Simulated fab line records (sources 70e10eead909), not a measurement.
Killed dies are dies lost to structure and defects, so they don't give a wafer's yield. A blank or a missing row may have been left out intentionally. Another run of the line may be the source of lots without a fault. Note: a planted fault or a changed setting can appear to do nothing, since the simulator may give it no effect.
Problem report in the 8D (eight disciplines) form, filled by code    flow nand harc    the parts of the form that need people (team, actions taken, sign-off) are left out

== 1. THE ISSUE ==
Wafers with no fault read 1.004 a.u. with a standard deviation of 0.0065, whereas oes product au at NHARC_A_SGD_CUT_ETCH_59 reads a mean of 0.839 a.u. on 1 wafer of 1 lot. That is -25 standard deviations from the usual mean.
The step: etches the open film in N2/H2, target depth 260 nm, time 406.25 s.
First observed at day 17 18:10: wafer L204.5, on rie diel-04. At this step, 39 wafers from 13 lots have a number in the record. Rule for "out", or "out of limits": more than 4 standard deviations from the usual mean. The other wafers with a number count as sound.

== 2. WHAT IT IS, WHAT IT ISN'T ==
question                     is                 is not
which readings at this step  oes product au     drypump motor current A, h2 flow sccm, rf vpp V, showerhead plenum p Torr, throttle valve pct
which lots                   L204               L189, L191, L192, L193, L194, L195, L196, L197, L198, L199, L200, L201
which wafers of those lots   L204.5             L204.1, L204.4
read on which tools          rie diel-04        rie diel-01, rie diel-12
when                         from day 17 18:10  up to then (38 sound wafers)

== 3. WHAT RULES OUT EACH SUSPECT ==
Counting: a tool at a process step up to the reading stays a suspect if it ran every lot that is out. Sound lots after the first of them don't rule it out here, since some wafers of a struck lot are sound.
- cmp-03 at NHARC_A_STAIRCASE_CMP_450 (polishes SiO2, target thk 200 nm): kept. L204, the lot that is out, went through it at day 17 15:13; up to then, the latest sound lot through it was L200 at day 16 17:25.
- rie diel-04 at NHARC_A_SGD_CUT_ETCH_58 (etches the open film in CF4, target depth 39 nm, time 65 s): kept. L204, the lot that is out, went through it at day 17 18:04; up to then, the latest sound lot through it was L201 at day 16 20:03.
- rie diel-04 at NHARC_A_SGD_CUT_ETCH_59 (etches the open film in N2/H2, target depth 260 nm, time 406.25 s): kept. L204, the lot that is out, went through it at day 17 18:10; up to then, the latest sound lot through it was L201 at day 16 20:10. Out on those wafers are its own readings of oes product au.
- In rie diel-04 at NHARC_A_SGD_CUT_ETCH_59, the wafers that are out were processed in chamber 0 and their sound lot-mates in chambers 2, 3.
After the count, these remain: cmp-03 at NHARC_A_STAIRCASE_CMP_450, rie diel-04 at NHARC_A_SGD_CUT_ETCH_58 and rie diel-04 at NHARC_A_SGD_CUT_ETCH_59.

== 4. THE CAUSE (what the simulator had put in) ==
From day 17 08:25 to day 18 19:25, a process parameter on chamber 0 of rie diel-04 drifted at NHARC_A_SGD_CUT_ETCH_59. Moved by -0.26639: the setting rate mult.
Counting leaves 3 suspects; this tool is one of them.

== 5. THE CHAIN OF EFFECTS, in route order ==
Each row: a reading whose mean over the struck wafers that have a number lies more than 3 standard deviations from the usual. Only readings whose record carries a usual standard deviation are examined. hours: median over the lots of the time between each lot's start at the first step of this table that gives one and its start at this step. sigmas: the change, counted in usual standard deviations.
hours  step                     reading         usual       on struck wafers  change  sigmas
0      NHARC_A_SGD_CUT_ETCH_59  oes product au  1.004 a.u.  0.839             -0.165  -25
The process steps in it:
- NHARC_A_SGD_CUT_ETCH_59: etches the open film in N2/H2, target depth 260 nm, time 406.25 s.

== 6. WHAT WOULD HAVE CAUGHT IT SOONER ==
First out-of-limits reading in this record: day 17 18:10, which is 10 hours after fault onset at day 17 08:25.
